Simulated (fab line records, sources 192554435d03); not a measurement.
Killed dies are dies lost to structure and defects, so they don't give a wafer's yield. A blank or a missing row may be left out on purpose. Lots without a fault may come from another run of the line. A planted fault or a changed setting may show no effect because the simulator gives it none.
A struck lot beside a sound one | flow n5_finfet | 15 steps out of a route of 1938
Sound: wafers L116.3, L116.4, L116.6. Struck: wafer L130.5. (L130.6 of the same lot was not struck and is left out.) The cause comes at the end.
At each step with rows: each side's tool, then ch and its chambers, then its first start. Under that, the readings that differ: sound wafers | struck wafers | difference of the means | sigmas: that difference in standard deviations of wafers without a fault.
alike: readings whose means differ by less than 2 such deviations, and words and numbers that are the same on both sides. not compared: withheld readings, readings that some wafer has no value for, bounds like >300 that may hide the same value, and numbers for which the record gives no deviation and whose values overlap.
The two part at a step that has a row with sigmas, a row that says differs or no value, or rows on one side only. Numbers that don't overlap but have no deviation are shown without sigmas and don't part them. A reading that every wafer of one side lacks parts them only if that side has two wafers or more.

N5_BEOL_M6_TRENCH_ETCH_37: etches SiCOH lowk in C4F6/O2, target depth 94.435 nm, time 31.5 s.
  sound on rie_diel-05 ch 0,2,3; struck on rie_diel-04 ch 2
  alike: chamber_pressure_mTorr, drypump_motor_current_A, oes_product_au, rf_vpp_V, showerhead_plenum_p_Torr, throttle_valve_pct
  not compared: rf_hours_counter_h
then, 1 step without rows for these wafers: N5_BEOL_M6_ETCH_41 (etches SiCN in CH3F/O2, target depth 29.7 nm, time 52 s).
N5_BEOL_M6_STRIP_80: strips in N2/H2, time 10 s.
  sound on rie_diel-05 ch 0,2,3; struck on rie_diel-04 ch 2
  reading      | sound          | struck | difference | sigmas
  rf_vpp_V (V) | 59.3 60.1 59.5 | 57.6   | -2.0       | -3
  alike: chamber_pressure_mTorr, drypump_motor_current_A, h2_flow_sccm, oes_product_au, showerhead_plenum_p_Torr, throttle_valve_pct
  not compared: rf_hours_counter_h
N5_BEOL_M6_OCD_MEAS_38:
  sound on ocd-02, day 12 06:59; struck on ocd-01, day 15 06:22
  alike: trench_depth_nm
then, 4 steps without rows for these wafers: N5_BEOL_M6_HM_STRIP_39 (strips TiN in peroxide tin strip, target depth 25 nm, time 158 s); N5_BEOL_M6_SRD_40 (time 30 s); N5_BEOL_M6_PRECLEAN_42 (cleans in residue remover, time 60 s); N5_BEOL_M6_SRD_43 (time 30 s).
N5_BEOL_M6_CD_MEAS_35: target cd 40 nm, target cd y 28 nm.
  sound on cd_sem-01, day 12 07:08; struck on cd_sem-01, day 15 06:32
  alike: cd_nm
N5_BEOL_M6_CURE_75: cures SiCOH lowk, time 120 s.
  sound on uv_cure-03 ch 0, day 12 07:17; struck on uv_cure-01 ch 2, day 15 06:46
  alike: lamp_power_pct, wafer_temp_C_max
N5_BEOL_M6_DEGAS_44: time 60 s.
  sound on pvd_sputter-02, day 12 07:43; struck on pvd_sputter-03, day 15 07:31
  alike: heater_power_w
N5_BEOL_M6_PRE_CLEAN_45: time 30 s.
  sound on pvd_sputter-02, day 12 07:45; struck on pvd_sputter-03, day 15 07:33
  alike: heater_power_w
N5_BEOL_M6_ALD_77: deposits TaN, target thk 2 nm, pulse time 2 s, purge time 3 s.
  sound on ald_metal-01 ch 1,2,3, day 12 07:49; struck on ald_metal-01 ch 2, day 15 07:47
  reading                      | sound             | struck | difference | sigmas
  chamber_pressure_Torr (Torr) | 2.991 2.998 2.996 | 3.019  | +0.024     | +3
  co_reactant_pulse_time_s (s) | 3 3 3             | 3.3469 | +0.3469    |
  alike: heater_power_w
then, 2 steps without rows for these wafers: N5_BEOL_M6_SURFACE_TREAT_79; N5_PASSIVATION_PROBE_49.

WHERE THEY PART
First at N5_BEOL_M6_STRIP_80; last, within this record, at N5_BEOL_M6_ALD_77.

WHY: what the simulator had put in
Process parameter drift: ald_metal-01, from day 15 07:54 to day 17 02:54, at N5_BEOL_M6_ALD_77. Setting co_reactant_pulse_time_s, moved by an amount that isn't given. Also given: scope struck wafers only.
